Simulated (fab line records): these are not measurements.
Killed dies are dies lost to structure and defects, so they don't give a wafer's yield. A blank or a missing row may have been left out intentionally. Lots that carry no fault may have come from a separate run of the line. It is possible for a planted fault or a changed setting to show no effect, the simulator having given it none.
Matching of chambers | flow n5 finfet | 4 sister chambers for N5_BEOL_M7_STRIP_67 on rie diel-03
The step strips in CF4. 4 wafers are shown with their chamber, then 7 later ones without.

## EACH WAFER AND ITS CHAMBER
wafer  | chamber | showerhead plenum p Torr (Torr)
L078.1 | 1       | 1.79
L081.6 | 3       | 1.85
L085.1 | 0       | 1.85
L085.2 | 2       | 1.72

## WAFERS WHOSE CHAMBER IS MISSING
wafer  | showerhead plenum p Torr (Torr)
L085.3 | 1.85
L085.4 | 1.78
L085.5 | 1.72
L085.6 | 1.78
L095.2 | 1.84
L095.3 | 1.85
L095.5 | 1.78

## WHICH CHAMBER EACH ONE RAN IN
wafer  | from the rows above     | in truth
L085.3 | can't be placed: 0 or 3 | 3
L085.4 | 1                       | 1
L085.5 | 2                       | 2
L085.6 | 1                       | 1
L095.2 | can't be placed: 0 or 3 | 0
L095.3 | can't be placed: 0 or 3 | 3
L095.5 | 1                       | 1
4 of 7 placed correctly. These rows do not allow placing 3 (true chamber among the candidates in 3). Placed wrongly: 0.
How it was worked out, from the rows above alone: a wafer's distance from a chamber is the root of the sum, over the readings, of the square of ((its reading less the chamber's mean) divided by the reading's scatter). The wafer belongs to the nearest chamber; if the next one is less than 2 further off, it can't be placed. The mean given for a chamber averages the wafers shown for that chamber. The scatter: root of mean squared gap, hidden wafer to nearest shown wafer, with one shown wafer a chamber.
